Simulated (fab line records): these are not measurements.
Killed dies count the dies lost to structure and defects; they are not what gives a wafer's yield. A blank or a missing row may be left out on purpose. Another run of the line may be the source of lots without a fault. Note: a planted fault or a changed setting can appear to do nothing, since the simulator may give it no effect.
Matching of chambers    flow n5-finfet    rie-diel-02 running N5_PASSIVATION_STRIP_34: 4 sister chambers
The step strips in O2. 14 wafers are shown with their chamber, then 7 later ones without.

## EACH WAFER AND ITS CHAMBER
wafer   chamber  showerhead-plenum-p-Torr (Torr)  drypump-motor-current-A (A)  oes-product-au (a.u.)
L790.2  0        2.07                             5.4                          0.70
L790.4  3        2.19                             5.4                          0.73
L790.6  1        2.03                             5.0                          0.82
L792.1  1        2.03                             5.1                          0.81
L792.2  3        2.19                             5.4                          0.73
L792.5  3        2.19                             5.4                          0.74
L796.2  0        2.06                             5.4                          0.70
L796.4  0        2.06                             5.4                          0.68
L796.5  2        2.03                             5.1                          0.82
L801.3  3        2.18                             5.4                          0.72
L801.4  2        2.03                             5.1                          0.79
L801.5  3        2.18                             5.4                          0.70
L805.3  3        2.18                             5.4                          0.73
L805.4  2        2.02                             5.1                          0.80

SIGNATURES, as means of the wafers listed above
reading                   chamber 0  chamber 1  chamber 2  chamber 3  scatter within a chamber
showerhead-plenum-p-Torr  2.0633     2.0300     2.0267     2.1850     0.00532
drypump-motor-current-A   5.400      5.050      5.100      5.400      0.0224
oes-product-au            0.6933     0.8150     0.8033     0.7250     0.0132
Rule: for each reading, subtract the chamber's mean from the wafer's reading, divide by that reading's scatter and square the result; add these up over the readings and take the root, which gives the wafer's distance from the chamber. The wafer belongs to the nearest chamber; if the next one is less than 2 further off, it can't be placed. How the scatter is found: for the shown wafers, subtract from each reading the mean of its chamber, square and add these, divide the total by (wafers less chambers), then take the root.

## WAFERS MISSING THEIR CHAMBER
wafer   showerhead-plenum-p-Torr (Torr)  drypump-motor-current-A (A)  oes-product-au (a.u.)
L805.5  2.18                             5.4                          0.71
L808.2  2.18                             5.4                          0.72
L808.3  2.02                             5.1                          0.80
L808.4  2.01                             5.0                          0.77
L810.2  2.01                             5.1                          0.75
L810.3  2.17                             5.4                          0.73
L810.4  2.02                             5.1                          0.80

## CHAMBER TAKEN BY EACH
wafer   from the rows above      in truth
L805.5  3                        3
L808.2  3                        3
L808.3  can't be placed: 2 or 1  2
L808.4  can't be placed: 1 or 2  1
L810.2  can't be placed: 2 or 1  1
L810.3  3                        3
L810.4  can't be placed: 2 or 1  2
Correct placement for 3 of the 7. These rows do not allow placing 4 (true chamber among the candidates in 4). Number placed wrongly: 0.
